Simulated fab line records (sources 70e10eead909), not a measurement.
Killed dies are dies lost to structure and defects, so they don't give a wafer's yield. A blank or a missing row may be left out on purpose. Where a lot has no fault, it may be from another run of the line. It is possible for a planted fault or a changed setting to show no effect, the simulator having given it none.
fab line records | flow nandHarc
record lots=6 | wafers=18 | lastDay=33
route steps=1302 shown A_WL_FILL@960 A_CONTACT@983 END@1302
lots with no fault: from the same line, run without faults
startH: the number of hours between the record's first day and the start of the first shown wafer of the lot | waitH: time in hours since the lot's previous step | " repeats the value in the row above | L1.1+2: a single row standing in for several wafers | - no value, or no start was given | * or withheld: withheld | < > ~ a bound
route shown NAME@n: a module of which the file shows steps, and the number in the route of the first | usual: average and standard deviation across the fault-free wafers | same: alike in all rows | chamber/n: place in a boat | sites: the reading at each site | _std_site: the standard deviation of these | _edge_site: inner sites' mean taken away from outer sites' mean | radiusMm: for every site, how far away it sits from the centre of the wafer | mask NAME#n: copy n | behind: tool/chamber where the wafer was last shaped | hold: reason for holding the lot/hours on hold/outcome of the hold | device: the n, p or np transistor that did not switch | end of line: at the end of the route, the tests of the same wafers | step lacking rows: just its recipe | killed: dies lost to structure and defects at the first sort, not the wafer's yield | map: the dies of a wafer, with x for killed, . for not killed, _ for no die there
set.NAME: the setting that was run; set.NAME@STEP: the one run at that earlier step | model.NAME: the simulator's own value behind a step, which no gauge read
lots at selected steps of the route; one table per step, one row per wafer
services: when a tool's chamber went out of use (startH, in hours from the record's first day, below 0 if earlier), for how many hours, and the reason
## steps
# step NHARC_A_WL_FILL_STRIP_28
# recipe timeS=1200 | tempC=72.5 | chemistry=postEtchResidueRemover
# step NHARC_A_WL_FILL_PRECLEAN_06
# recipe timeS=300 | chemistry=DIW
# step NHARC_A_WL_FILL_SRD_07
# step NHARC_A_WL_FILL_ANNEAL_08
# recipe tempC=450 | timeS=1800
# step NHARC_A_WL_FILL_ALD_10
# recipe targetThkA=500 | pulseTimeS=10 | aldCycles=500 | tempC=300 | material=SiO2
# usual heaterPowerOuterW=257/31 | heaterPowerW=453/52 | precursorPulseHeightRel=1.001/0.02 | susceptorTempC=299.99/0.17
lot.wafer | tool     | chamber | startH | waitH | heaterPowerOuterW | heaterPowerW | precursorPulseHeightRel | susceptorTempC
L315.4    | aldHk-01 | 3       | 487.79 | 3.5   | 198               | 380          | 0.960                   | 299.87
L315.2    | "        | 0       | "      | "     | 278               | 489          | 0.984                   | 300.06
L315.5    | "        | 2       | 489.35 | 5.0   | 285               | 483          | 1.003                   | 299.96
L318.4    | aldHk-04 | 0       | 504.61 | 0.7   | 234               | 382          | 0.983                   | 299.96
L318.2    | "        | 1       | "      | "     | 317               | 545          | 1.020                   | 299.80
L318.3    | "        | 2       | "      | "     | 240               | 432          | 1.026                   | 300.21
L321.1    | aldHk-02 | 1       | 526.83 | 0.6   | 295               | 515          | 0.977                   | 300.17
L321.2    | "        | 2       | "      | "     | 251               | 478          | 0.984                   | 299.97
L321.3    | "        | 3       | "      | "     | 238               | 381          | 0.999                   | 300.08
L326.1    | aldHk-01 | 3       | 582.77 | 0.1   | 203               | 378          | 1.006                   | 300.35
L326.4    | "        | 2       | 584.33 | 1.6   | 294               | 485          | 1.008                   | 300.00
L326.5    | "        | 0       | 585.38 | 2.7   | 279               | 500          | 1.036                   | 299.99
L328.4    | aldHk-04 | 3       | 599.33 | 0.1   | 248               | 476          | 0.998                   | 299.79
L328.2    | "        | 1       | 600.36 | 1.1   | 310               | 571          | 1.003                   | 299.55
L328.3    | "        | 2       | "      | "     | 235               | 425          | 1.038                   | 299.91
L337.1    | aldHk-01 | 0       | 689.91 | 0.1   | 285               | 516          | 0.977                   | 299.78
L337.4    | "        | 3       | 691.47 | 1.6   | 192               | 372          | 0.997                   | 299.97
L337.6    | "        | 0       | "      | "     | 283               | 502          | 0.996                   | 299.67
# step NHARC_A_WL_FILL_ETCHBACK_16
# recipe targetDepthA=1200 | timeS=24 | c4f8FlowSccm=withheld | o2FlowSccm=8 | arFlowSccm=withheld | rfW=600 | biasW=800 | chemistry=C4F8/O2/Ar
# step NHARC_A_WL_FILL_STRIP_29
# recipe timeS=20 | o2FlowSccm=500 | arFlowSccm=0 | biasW=0 | chemistry=O2
# step NHARC_A_WL_FILL_ETCHBACK_17
# recipe targetDepthA=40 | timeS=26.7 | chemistry=Cl2/BCl3
# usual drypumpMotorCurrentA=5.70/0.21 | oesProductAu=1.008/0.0078
lot.wafer | tool        | chamber | startH | waitH | drypumpMotorCurrentA | oesProductAu | rfHoursCounterH
L315.2    | rieMetal-03 | 0       | 491.61 | -     | 5.90                 | 1.004        | 2.4
L315.4    | "           | 1       | "      | "     | 5.91                 | 1.000        | -
L315.5    | "           | 0       | "      | "     | 5.87                 | 1.007        | -
L318.2    | rieMetal-03 | 1       | 509.53 | -     | 5.91                 | 1.003        | 2.7
L318.3    | "           | 0       | "      | "     | 5.91                 | 0.997        | -
L318.4    | "           | 1       | "      | "     | 5.90                 | 1.012        | -
L321.2    | rieMetal-01 | 0       | 531.12 | -     | 5.36                 | 1.005        | 2.0
L321.1    | "           | 1       | "      | "     | 5.88                 | 1.007        | 2.5
L321.3    | "           | 0       | "      | "     | 5.36                 | 1.018        | -
L326.1    | rieMetal-02 | 0       | 587.68 | -     | 5.53                 | 1.017        | 2.3
L326.4    | "           | 0       | "      | "     | 5.51                 | 1.012        | -
L326.5    | "           | 1       | "      | "     | 5.56                 | 1.018        | -
L328.2    | rieMetal-02 | 0       | 604.14 | -     | 5.56                 | 1.004        | 2.6
L328.4    | "           | 0       | "      | "     | 5.56                 | 1.003        | -
L328.3    | "           | 1       | "      | "     | 5.54                 | 1.017        | -
L337.1    | rieMetal-02 | 1       | 694.76 | -     | 5.56                 | 1.018        | 1.3
L337.4    | "           | 0       | "      | "     | 5.55                 | 1.006        | -
L337.6    | "           | 1       | "      | "     | 5.57                 | 1.014        | -
# step NHARC_A_WL_FILL_PRECLEAN_18
# recipe timeS=30 | chemistry=dHF
# step NHARC_A_WL_FILL_SRD_21
# step NHARC_A_WL_FILL_CVD_23
# recipe targetThkA=400 | tempC=620 | pressureMtorr=200 | timeS=800 | material=poly-Si
# step NHARC_A_WL_FILL_ETCHBACK_26
# recipe targetDepthA=520 | timeS=13.3 | hbrFlowSccm=150 | rfW=350 | icpW=350 | biasW=60 | chemistry=HBr
# usual drypumpMotorCurrentA=5.6/0.56 | oesProductAu=1.003/0.013 | rfFwdPowerW=342.9/1.5 | throttleValvePct=23.265/0.0087
lot.wafer | tool     | chamber | startH | waitH | drypumpMotorCurrentA | oesProductAu | rfFwdPowerW | rfHoursCounterH | throttleValvePct
L315.4    | rieSi-05 | 2       | 496.74 | 0.4   | 5.7                  | 0.996        | 343.5       | 0.0             | 23.263
L315.2    | "        | 1       | "      | "     | 5.5                  | 1.032        | 342.9       | 0               | 23.273
L315.5    | "        | 2       | "      | "     | 5.7                  | 0.997        | 342.8       | -               | 23.262
L318.3    | rieSi-01 | 0       | 513.94 | 0.4   | 5.5                  | 1.015        | 344.8       | 0.7             | 23.258
L318.2    | "        | 1       | "      | "     | 5.2                  | 1.014        | 340.9       | 0.8             | 23.268
L318.4    | "        | 3       | "      | "     | 5.7                  | 1.029        | 344.1       | 0.8             | 23.260
L321.1    | rieSi-05 | 2       | 536.25 | 0.4   | 5.6                  | 1.014        | 342.1       | 0.4             | 23.279
L321.2    | "        | 3       | "      | "     | 6.3                  | 0.994        | 342.8       | 0.3             | 23.275
L321.3    | "        | 1       | "      | "     | 5.5                  | 1.015        | 342.8       | 0.3             | 23.275
L326.1    | rieSi-05 | 0       | 592.92 | 0.4   | 6.7                  | 1.015        | 344.1       | 0.5             | 23.270
L326.4    | "        | 2       | "      | "     | 5.6                  | 1.010        | 341.1       | 0.7             | 23.275
L326.5    | "        | 0       | "      | "     | 6.7                  | 1.025        | 344.7       | -               | 23.259
L328.3    | rieSi-05 | 1       | 609.39 | 0.4   | 5.5                  | 1.024        | 343.4       | 0.7             | 23.270
L328.4    | "        | 2       | "      | "     | 5.7                  | 1.013        | 342.9       | 0.8             | 23.267
L328.2    | "        | 0       | "      | "     | 6.6                  | 1.015        | 343.0       | 0.6             | 23.258
L337.4    | rieSi-03 | 3       | 699.89 | 0.4   | 4.9                  | 0.969        | 343.5       | 0.7             | 23.272
L337.1    | "        | 1       | "      | "     | 5.0                  | 0.996        | 343.8       | 0.7             | 23.259
L337.6    | "        | 3       | "      | "     | 4.9                  | 0.979        | 343.0       | -               | 23.258
# step NHARC_A_WL_FILL_PRECLEAN_30
# recipe timeS=10 | chemistry=dHF
# step NHARC_A_WL_FILL_SRD_14
# step NHARC_A_WL_FILL_ALD_19
# recipe targetThkA=20 | pulseTimeS=3 | aldCycles=100 | tempC=450 | material=TiN
# step NHARC_A_WL_FILL_CVD_20
# recipe targetThkA=1000 | tempC=400 | pressureTorr=40 | wf6FlowSccm=40 | h2FlowSccm=1600 | arFlowSccm=1560 | timeS=74 | material=W
# step NHARC_A_WL_FILL_CMP_12
# recipe tOverpolishS=30 | targetThkNm=100
# usual motorCurrentA=11.8/1 | overpolishRunS=30.000/0.0084 | timeToEndpointS=20/3.2
lot.wafer | tool   | chamber | startH | waitH | motorCurrentA | overpolishRunS | timeToEndpointS
L315.4    | cmp-01 | 2       | 497.39 | 0.1   | 10.5          | 30.005         | 18
L315.2    | "      | 1       | "      | "     | 10.6          | 30.005         | 24
L315.5    | "      | 2       | "      | "     | 10.6          | 30.003         | 18
L318.2    | cmp-04 | 3       | 514.72 | 0.2   | 12.9          | 29.997         | 17
L318.3    | "      | 1       | "      | "     | 11.3          | 30.009         | 17
L318.4    | "      | 2       | "      | "     | 10.8          | 29.992         | 18
L321.2    | cmp-02 | 0       | 536.92 | 0.2   | 11.3          | 30.018         | 24
L321.1    | "      | 1       | "      | "     | 12.5          | 30.003         | 21
L321.3    | "      | 2       | "      | "     | 11.9          | 29.987         | 25
L326.1    | cmp-02 | 1       | 593.64 | 0.2   | 12.9          | 30.002         | 16
L326.4    | "      | 2       | "      | "     | 11.1          | 29.991         | 21
L326.5    | "      | 3       | "      | "     | 12.3          | 30.007         | 15
L328.4    | cmp-04 | 1       | 610.04 | 0.1   | 11.1          | 29.991         | 20
L328.2    | "      | 3       | "      | "     | 13.4          | 30.003         | 19
L328.3    | "      | 0       | "      | "     | 14.9          | 30.003         | 27
L337.4    | cmp-01 | 3       | 700.59 | 0.2   | 12.1          | 29.991         | 17
L337.1    | "      | 0       | "      | "     | 12.3          | 29.998         | 22
L337.6    | "      | 2       | "      | "     | 11.0          | 29.982         | 19
# step NHARC_A_WL_FILL_SRD_31
# step NHARC_A_CONTACT_DEP_24
# recipe targetThkA=5000 | tempC=400 | pressureTorr=6.5 | rfW=900 | teosFlowSccm=161.4 | flowSccm=2650 | targetThkNm=500 | gas=O2 | material=SiO2
# usual heaterPowerOuterW=315/84 | heaterPowerW=573/120 | rfFwdPowerW=899.0/2.3 | susceptorTempC=399.98/0.23 | throttleValvePct=15.4/0.78
lot.wafer | tool     | chamber | startH | waitH | heaterPowerOuterW | heaterPowerW | rfFwdPowerW | susceptorTempC | throttleValvePct
L315.2    | pecvd-02 | 0       | 497.99 | 0.1   | 261               | 487          | 903.6       | 400.32         | 15.3
L315.5    | "        | 0       | "      | "     | 292               | 501          | 896.9       | 400.40         | 15.4
L315.4    | "        | 1       | "      | "     | 391               | 697          | 897.5       | 400.13         | 15.0
L318.2    | pecvd-02 | 2       | 515.27 | 0.1   | 289               | 535          | 895.4       | 400.04         | 14.5
L318.3    | "        | 0       | "      | "     | 277               | 512          | 901.4       | 400.41         | 15.5
L318.4    | "        | 0       | "      | "     | 300               | 535          | 899.5       | 400.37         | 15.3
L321.3    | pecvd-01 | 0       | 537.45 | 0.1   | 316               | 552          | 901.1       | 400.23         | 16.5
L321.2    | "        | 1       | "      | "     | 238               | 526          | 904.0       | 399.95         | 14.8
L321.1    | "        | 2       | "      | "     | 414               | 718          | 898.5       | 400.20         | 14.3
L326.1    | pecvd-01 | 1       | 594.38 | 0.3   | 224               | 497          | 901.3       | 399.46         | 14.8
L326.4    | "        | 2       | "      | "     | 438               | 775          | 901.1       | 400.04         | 14.6
L326.5    | "        | 1       | "      | "     | 246               | 529          | 898.9       | 399.71         | 15.3
L328.2    | pecvd-02 | 0       | 610.68 | 0.2   | 280               | 494          | 898.5       | 400.01         | 15.0
L328.3    | "        | 1       | "      | "     | 429               | 763          | 899.0       | 400.05         | 14.9
L328.4    | "        | 1       | "      | "     | 464               | 790          | 896.3       | 400.31         | 14.8
L337.1    | pecvd-01 | 2       | 701.22 | 0.2   | 461               | 792          | 900.5       | 400.08         | 15.3
L337.4    | "        | 0       | "      | "     | 353               | 607          | 898.7       | 399.89         | 16.3
L337.6    | "        | 2       | "      | "     | 330               | 602          | 897.7       | 399.91         | 15.2
# step NHARC_A_CONTACT_DEP_28
# recipe targetThkA=70000 | tempC=400 | material=aC
# step NHARC_A_CONTACT_DEP_29
# recipe targetThkA=1000 | targetThkNm=100 | tempC=400 | pressureTorr=3.5 | flowSccm=200 | rfW=350 | material=SiON
# step NHARC_A_CONTACT_DEHYDRATE_32
# recipe tempC=150 | timeS=120
# step NHARC_A_CONTACT_HMDS_33
# recipe timeS=30
# step NHARC_A_CONTACT_COAT_34
# recipe tempC=260 | timeS=75
# step NHARC_A_CONTACT_COAT_35
# recipe tempC=225 | timeS=65
# step NHARC_A_CONTACT_COAT_36
# recipe spinRpm=1500 | resistThkNm=90
# step NHARC_A_CONTACT_SOFTBAKE_37
# recipe tempC=105 | timeS=55
# step NHARC_A_CONTACT_EBR_38
# step NHARC_A_CONTACT_EXPOSE_39
# recipe na=1.35 | sigmaOuter=0.8 | doseMj=58.79 | maskId=A_CC_3
# step NHARC_A_CONTACT_PEB_40
# recipe pebTempC=100 | pebTimeS=65
# step NHARC_A_CONTACT_DEVELOP_41
# recipe developTimeS=35 | devTempC=23
# step NHARC_A_CONTACT_CD_MEAS_42
# recipe targetCdNm=300 | landingEnergyEv=500
# usual cdNm=299.8/0.62
lot.wafer | tool     | chamber | startH | waitH | cdNm
L315.2    | cdSem-03 | 0       | 504.72 | -     | 300.0
L315.4    | "        | 0       | "      | "     | 300.2
L315.5    | "        | 0       | "      | "     | 299.4
L318.2    | cdSem-01 | 0       | 520.91 | -     | 300.4
L318.3    | "        | 0       | "      | "     | 299.5
L318.4    | "        | 0       | "      | "     | 300.5
L321.1    | cdSem-02 | 0       | 542.99 | -     | 300.1
L321.2    | "        | 0       | "      | "     | 300.1
L321.3    | "        | 0       | "      | "     | 299.5
L326.1    | cdSem-02 | 0       | 600.29 | -     | 299.9
L326.4    | "        | 0       | "      | "     | 299.5
L326.5    | "        | 0       | "      | "     | 300.4
L328.2    | cdSem-02 | 0       | 617.21 | -     | 299.9
L328.3    | "        | 0       | "      | "     | 300.4
L328.4    | "        | 0       | "      | "     | 300.1
L337.1    | cdSem-01 | 0       | 706.70 | -     | 299.0
L337.4    | "        | 0       | "      | "     | 299.2
L337.6    | "        | 0       | "      | "     | 299.2
# step NHARC_A_CONTACT_OVL_MEAS_43
# usual overlayXNm=0.0/0.85 | overlayYNm=-0.2/0.82
lot.wafer | tool       | chamber | startH | waitH | overlayXNm | overlayYNm
L315.2    | overlay-02 | -       | 504.81 | -     | -0.4       | -0.4
L315.4    | "          | -       | "      | "     | -0.6       | -0.6
L315.5    | "          | -       | "      | "     | -0.6       | -0.5
L318.2    | overlay-01 | -       | 520.99 | -     | -0.8       | 0.3
L318.3    | "          | -       | "      | "     | -1.1       | 0.6
L318.4    | "          | -       | "      | "     | -0.6       | 0.2
L321.1    | overlay-02 | -       | 543.09 | -     | 0.1        | 0.2
L321.2    | "          | -       | "      | "     | 1.0        | 1.3
L321.3    | "          | -       | "      | "     | 1.4        | 0.4
L326.1    | overlay-01 | -       | 600.38 | -     | -0.3       | 0.4
L326.4    | "          | -       | "      | "     | 0.9        | 0.6
L326.5    | "          | -       | "      | "     | 0.2        | 0.5
L328.2    | overlay-02 | -       | 617.30 | -     | 0.0        | 0.1
L328.3    | "          | -       | "      | "     | -0.6       | 0.0
L328.4    | "          | -       | "      | "     | -0.3       | 0.3
L337.1    | overlay-01 | -       | 706.79 | -     | 0.5        | 0.2
L337.4    | "          | -       | "      | "     | 0.9        | 0.7
L337.6    | "          | -       | "      | "     | 0.8        | 0.5
# step NHARC_A_CONTACT_DESCUM_47
# recipe timeS=3 | o2FlowSccm=200 | arFlowSccm=0 | biasPowerW=0 | chemistry=O2
# step NHARC_A_CONTACT_ETCH_48
# recipe targetDepthA=390 | overEtchFrac=0.3 | timeS=65 | ionEnergyEv=80 | cf4FlowSccm=150 | arFlowSccm=0 | rfW=300 | biasW=100 | chemistry=CF4
# usual drypumpMotorCurrentA=5.8/0.6 | mfcArSccm=0.012/0.012 | oesProductAu=1.001/0.015 | rfFwdPowerW=297.1/1.1 | rfVppV=151.4/0.97 | showerheadPlenumPTorr=1.77/0.056 | throttleValvePct=13.284/0.0092
lot.wafer | tool       | chamber | startH | waitH | drypumpMotorCurrentA | mfcArSccm | oesProductAu | rfFwdPowerW | rfHoursCounterH | rfVppV | showerheadPlenumPTorr | throttleValvePct
L315.2    | rieDiel-04 | 1       | 504.99 | 0.1   | 5.8                  | 0.012     | 0.990        | 295.7       | 56              | 153.1  | 1.82                  | 13.278
L315.4    | "          | 0       | "      | "     | 5.9                  | 0.027     | 1.022        | 297.9       | 52              | 149.3  | 1.80                  | 13.275
L315.5    | "          | 1       | "      | "     | 5.8                  | 0.012     | 0.984        | 295.6       | -               | 151.4  | 1.82                  | 13.276
L318.4    | rieDiel-07 | 0       | 521.35 | 0.2   | 5.7                  | 0.001     | 0.987        | 297.4       | 8               | 151.1  | 1.72                  | 13.284
L318.2    | "          | 1       | "      | "     | 5.0                  | 0.001     | 0.984        | 297.8       | 9               | 152.1  | 1.72                  | 13.274
L318.3    | "          | 2       | "      | "     | 6.6                  | 0         | 0.994        | 296.4       | 8               | 152.5  | 1.84                  | 13.278
L321.2    | rieDiel-04 | 0       | 543.28 | 0.1   | 5.9                  | 0.027     | 1.030        | 298.0       | 0               | 151.3  | 1.80                  | 13.278
L321.3    | "          | 1       | "      | "     | 5.9                  | 0.012     | 1.027        | 295.3       | 1               | 150.4  | 1.81                  | 13.285
L321.1    | "          | 2       | "      | "     | 5.0                  | 0.028     | 1.017        | 295.5       | 1               | 152.6  | 1.77                  | 13.283
L326.4    | rieDiel-04 | 1       | 600.56 | 0.1   | 5.8                  | 0.012     | 1.020        | 296.4       | 24              | 151.0  | 1.81                  | 13.282
L326.1    | "          | 0       | "      | "     | 5.9                  | 0.027     | 1.027        | 298.5       | 21              | 152.2  | 1.79                  | 13.275
L326.5    | "          | 2       | "      | "     | 5.0                  | 0.028     | 1.014        | 294.4       | -               | 152.2  | 1.77                  | 13.293
L328.4    | rieDiel-02 | 3       | 617.48 | 0.1   | 6.7                  | 0.026     | 0.994        | 298.0       | 10              | 151.1  | 1.75                  | 13.291
L328.2    | "          | 0       | "      | "     | 6.6                  | 0         | 0.987        | 295.9       | 10              | 152.5  | 1.87                  | 13.274
L328.3    | "          | 2       | "      | "     | 6.0                  | 0         | 0.994        | 294.8       | 10              | 153.1  | 1.85                  | 13.293
L337.1    | rieDiel-04 | 0       | 706.98 | 0.1   | 5.9                  | 0.027     | 1.014        | 297.0       | 64              | 152.2  | 1.78                  | 13.299
L337.4    | "          | 1       | "      | "     | 5.8                  | 0.012     | 1.017        | 297.7       | 64              | 152.5  | 1.79                  | 13.287
L337.6    | "          | 3       | "      | "     | 5.6                  | 0.027     | 0.995        | 299.1       | -               | 152.5  | 1.81                  | 13.301
# step NHARC_END_SORT_01
# recipe tempC=25
# usual killedAtArray=59/20 | killedAtOther=0.8/1.1 | killedAtPeriphery=5/3.1 | killedDies=64/21 | killedOpen=3.4/1.9 | killedShort=2.3/1.7
# same grossDies=677
lot.wafer | tool      | chamber | startH | waitH | killedAtArray | killedAtOther | killedAtPeriphery | killedDies | killedOpen | killedShort
L321.1    | prober-02 | 0       | 609.84 | 2.5   | 49            | 1             | 2                 | 52         | 7          | 1
L321.2    | prober-02 | 0       | 610.64 | 2.8   | 44            | 1             | 1                 | 46         | 5          | 3
L321.3    | prober-02 | 0       | 611.44 | 3.1   | 44            | 0             | 3                 | 47         | 2          | 1
L326.1    | prober-02 | 0       | 674.49 | 2.5   | 121           | 1             | 2                 | 124        | 2          | 1
L326.4    | prober-02 | 0       | 676.91 | 3.4   | 126           | 0             | 3                 | 129        | 4          | 7
L326.5    | prober-02 | 0       | 677.72 | 3.7   | 125           | 1             | 2                 | 128        | 4          | 4
L328.2    | prober-01 | 0       | 690.34 | 2.8   | 145           | 0             | 6                 | 151        | 3          | 2
L328.3    | prober-01 | 0       | 691.15 | 3.1   | 104           | 0             | 3                 | 107        | 1          | 1
L328.4    | prober-01 | 0       | 691.95 | 3.4   | 160           | 0             | 5                 | 165        | 4          | 1
L337.1    | prober-01 | 0       | 780.35 | 2.6   | 43            | 0             | 4                 | 47         | 4          | 4
L337.4    | prober-01 | 0       | 782.77 | 3.4   | 47            | 0             | 6                 | 53         | 2          | 3
L337.6    | prober-01 | 0       | 784.38 | 4.0   | 53            | 0             | 5                 | 58         | 4          | 0
# killed by level:class
L321.1 A_CHANNEL_HOLE_D2:chamberFilmFlake=30 A_SLIT:chamberFilmFlake=5 A_CONTACT:chamberFilmFlake=4 A_CHANNEL_HOLE_D1:chamberFilmFlake=3 P_CONTACT:geometricParticle:open=1 A_CHANNEL_FILL_D2:geometricParticle:open=1 A_STAIRCASE:geometricParticle:open=1 A_SGD_CUT:geometricParticle:open=1
L321.2 A_CHANNEL_HOLE_D2:chamberFilmFlake=24 A_CONTACT:chamberFilmFlake=6 A_M0:geometricParticle:open=2 A_ZERO_WELL:chamberFilmFlake=2 A_CHANNEL_HOLE_D1:chamberFilmFlake=2 A_SLIT:chamberFilmFlake=2 A_ONON_D1:geometricParticle:short=1 A_ONON_D1:geometricParticle:open=1
L321.3 A_CHANNEL_HOLE_D2:chamberFilmFlake=33 A_SLIT:chamberFilmFlake=4 A_CONTACT:chamberFilmFlake=2 P_M1:geometricParticle:open=1 A_CHANNEL_FILL_D1:geometricParticle:short=1 A_CHANNEL_FILL_D1:geometricParticle:open=1 P_STI:chamberFilmFlake=1 P_GATE:chamberFilmFlake=1
L326.1 A_WL_FILL:unspecified=86 A_CHANNEL_HOLE_D2:chamberFilmFlake=20 A_CHANNEL_HOLE_D1:chamberFilmFlake=5 A_STAIRCASE:chamberFilmFlake=2 A_SLIT:chamberFilmFlake=2 A_CHANNEL_FILL_D1:geometricParticle:open=1 A_WL_FILL:geometricParticle:short=1 A_M0:geometricParticle:open=1
L326.4 A_WL_FILL:unspecified=90 A_CHANNEL_HOLE_D2:chamberFilmFlake=13 A_CHANNEL_HOLE_D1:chamberFilmFlake=5 A_M1:chamberFilmFlake=4 A_WL_FILL:geometricParticle:short=2 A_SLIT:chamberFilmFlake=2 P_CONTACT:geometricParticle:open=1 P_CONTACT:geometricParticle:short=1
L326.5 A_WL_FILL:unspecified=84 A_CHANNEL_HOLE_D2:chamberFilmFlake=22 A_CHANNEL_FILL_D2:chamberFilmFlake=3 A_STAIRCASE:chamberFilmFlake=3 A_SLIT:chamberFilmFlake=3 A_M1:chamberFilmFlake=3 P_CONTACT:geometricParticle:open=1 P_M0:geometricParticle:open=1
L328.2 A_WL_FILL:unspecified=85 A_SLIT:chamberFilmFlake=27 A_CHANNEL_HOLE_D2:chamberFilmFlake=14 A_CHANNEL_HOLE_D1:chamberFilmFlake=7 A_CONTACT:chamberFilmFlake=4 P_CONTACT:chamberFilmFlake=3 A_STAIRCASE:chamberFilmFlake=2 A_SGD_CUT:chamberFilmFlake=2
L328.3 A_WL_FILL:unspecified=46 A_CHANNEL_HOLE_D2:chamberFilmFlake=24 A_SLIT:chamberFilmFlake=16 A_STAIRCASE:chamberFilmFlake=3 A_SGD_CUT:chamberFilmFlake=3 A_CONTACT:chamberFilmFlake=3 P_BONDPAD:chamberFilmFlake=2 A_ZERO_WELL:chamberFilmFlake=2
L328.4 A_WL_FILL:unspecified=87 A_SLIT:chamberFilmFlake=34 A_CHANNEL_HOLE_D2:chamberFilmFlake=15 A_CHANNEL_HOLE_D1:chamberFilmFlake=5 P_CONTACT:chamberFilmFlake=3 A_STAIRCASE:chamberFilmFlake=3 A_SGD_CUT:chamberFilmFlake=3 A_CONTACT:chamberFilmFlake=3
L337.1 A_SLIT:chamberFilmFlake=16 A_CHANNEL_HOLE_D1:chamberFilmFlake=9 A_STAIRCASE:chamberFilmFlake=5 A_CONTACT:chamberFilmFlake=3 P_CONTACT:geometricParticle:open=2 P_STI:chamberFilmFlake=2 A_DECK1_JOINT:chamberFilmFlake=2 A_ONON_D1:geometricParticle:open=1
L337.4 A_SLIT:chamberFilmFlake=26 A_CHANNEL_HOLE_D1:chamberFilmFlake=8 P_STI:chamberFilmFlake=6 A_STAIRCASE:chamberFilmFlake=3 A_CONTACT:chamberFilmFlake=3 A_ONON_D1:geometricParticle:short=2 A_SGD_CUT:geometricParticle:open=1 A_SLIT:geometricParticle:open=1
L337.6 A_SLIT:chamberFilmFlake=26 A_CHANNEL_HOLE_D1:chamberFilmFlake=16 A_STAIRCASE:chamberFilmFlake=4 P_STI:chamberFilmFlake=3 A_DECK1_JOINT:chamberFilmFlake=2 A_CONTACT:chamberFilmFlake=2 P_STI:geometricParticle:open=1 P_GATE:geometricParticle:open=1
# map L326.4 (x killed, . not)
____________.____________
_________......._________
_______..........._______
______.............______
_____..............._____
____.....x...........____
____.xxx.............____
___....x......x.......___
___..xxx..............___
__...x..x.x.x..........__
__....xxxx....x........__
_....xxx................_
_..x...xx..............._
_....x.x................_
_.................x..x.._
_..xxx.................._
...xxxx..................
x..xxxxx.....x...........
..xxxxxxx................
.xxxxxxxx..........x.....
.xxxxxxxxx....x..........
_.xxxxxxx.x............._
_.xxxxxxx..............._
_xxxxxxxxxx............._
_xxxxxxxx..............._
_.xxxxxxx.x............._
__xxxxxx...............__
__xxxxxx.............x.__
___...x....x..x.......___
___...x....x..........___
____.................____
____.................____
_____....x.........._____
______.............______
_______...x......._______
_________......._________
____________.____________
# map L328.4 (x killed, . not)
____________.____________
_________...xxxx_________
_______....x.xxx.x_______
______......x..xx..______
_____x.......x......_____
____xx..x........xxx.____
____x.xx.............____
___x..xxxx............___
___.xxxx..............___
__x.xxxxx..............__
__xxxxxxxx.............__
_.x.x.xx................_
_x..xxxx.x.............._
_....xx................._
_......................._
_....x.x................_
....xxx..x...............
..xxxxxxx.....x..........
x..xxxxxx..........xx....
xxxxxxxxx................
.xxxxxxxxx...............
_xxxxxxxxx.............._
_.xxxxxxxxx............._
_.xxxxxxxx.........x...._
_.xxxxxxx...x...x......._
_.xxxxxxxx.....x........_
__x.xxxx.x.......x.....__
__xxxx.......x..x......__
___x..x...............___
___..x.....x..........___
____.....x...........____
____......x..........____
_____............x.._____
______.............______
_______..........x_______
_________......._________
____________.____________
## services
tool        | chamber | startH | hours | kind
cmp-01      | -       | 467.75 | 0.5   | repair
cmp-04      | -       | 472.95 | 1.7   | repair
cmp-02      | -       | 478.87 | 1.6   | repair
cmp-01      | -       | 479.62 | 4.0   | pm
rieSi-05    | -       | 482.00 | 9.0   | pm
cmp-04      | -       | 487.63 | 4.1   | repair
pecvd-01    | -       | 492.25 | 13.0  | pm
aldHk-01    | -       | 492.84 | 0.6   | repair
cmp-02      | -       | 493.14 | 0.7   | repair
pecvd-01    | -       | 516.97 | 3.1   | repair
rieSi-05    | 0       | 527.38 | 2.6   | repair
rieDiel-04  | -       | 532.03 | 9.0   | pm
pecvd-02    | 0       | 579.84 | 6.1   | repair
pecvd-02    | -       | 589.41 | 13.0  | pm
rieSi-05    | 0       | 612.18 | 5.1   | repair
rieMetal-02 | -       | 631.24 | 9.0   | pm
pecvd-02    | 1       | 640.90 | 2.6   | repair
rieSi-05    | 0       | 640.96 | 1.1   | repair
aldHk-01    | -       | 654.75 | 10.0  | pm
rieSi-05    | -       | 659.00 | 9.0   | pm
pecvd-02    | 0       | 659.15 | 5.8   | repair
pecvd-01    | 2       | 659.78 | 8.1   | repair
pecvd-01    | -       | 673.25 | 13.0  | pm
pecvd-02    | -       | 673.99 | 1.5   | repair
## key
firstSign step=NHARC_END_SORT_01 | reading=killedAtArray | direction=up | sigmas=3.6 | usual=59 | struck=130
effect step=NHARC_END_SORT_01 | reading=killedDies | direction=up | sigmas=3.4 | usual=64 | struck=134
moreKillsBornAt NHARC_A_WL_FILL_ETCHBACK_26@rieSi-05=478
metAt NHARC_A_WL_FILL_ETCHBACK_26
struckWafers L326.1,L326.4,L326.5,L328.2,L328.3,L328.4
testerLeftOut L326,L328
onsetBetween 536.25 592.92
fault kind=chamberParticleSource | tool=rieSi-05 | chamber=- | onsetH=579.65 | steps=NHARC_A_WL_FILL_ETCHBACK_26 | ratePerVisitCm2=0.80109 | endH=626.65
# testerLeftOut: of these lots the tester's yield and bins aren't shown, on N5 and GAA mostly nor the transistor test; their killed dies are dies lost to structure and defects alone, not to doping, threshold or leakage, so they don't give the yield
